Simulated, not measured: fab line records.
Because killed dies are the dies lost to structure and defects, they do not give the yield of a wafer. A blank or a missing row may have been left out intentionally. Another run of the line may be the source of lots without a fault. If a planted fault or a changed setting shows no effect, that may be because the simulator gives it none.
Matching of chambers ; flow n5Finfet ; N5_BEOL_M3_ETCH_77 on rieDiel-05: 4 sister chambers
The step etches underlayer in N2/H2, target depth 6.5 nm, time 5.2 s. 4 wafers are shown with their chamber, then 7 later ones without.

== WAFERS PAIRED WITH THEIR CHAMBERS ==
wafer;chamber;drypumpMotorCurrentA (A)
L076.4;0;6.6
L078.2;3;5.8
L084.1;2;6.6
L084.2;1;5.3

== WAFERS WITHOUT THEIR CHAMBER ==
wafer;drypumpMotorCurrentA (A)
L084.5;6.6
L087.2;6.6
L087.4;5.9
L087.6;6.6
L094.2;6.6
L094.4;6.6
L094.5;6.6

== THE CHAMBER EACH PASSED THROUGH ==
wafer;from the rows above;in truth
L084.5;can't be placed: 0 or 2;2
L087.2;can't be placed: 0 or 2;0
L087.4;3;3
L087.6;can't be placed: 0 or 2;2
L094.2;can't be placed: 0 or 2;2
L094.4;can't be placed: 0 or 2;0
L094.5;can't be placed: 0 or 2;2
Correctly placed: 1 of 7. Cannot be placed on the basis of these rows: 6; the candidates contain the true chamber in 6. Number placed wrongly: 0.
How it was worked out, from the rows above alone: a wafer's distance from a chamber is the root of the sum, over the readings, of the square of ((its reading less the chamber's mean) divided by the reading's scatter). The wafer belongs to the nearest chamber; if the next one is less than 2 further off, it can't be placed. Each chamber's mean is taken over the wafers shown for it. The scatter (one wafer shown for each chamber): square how far every hidden wafer sits from the nearest shown wafer, average those squares and take the square root.
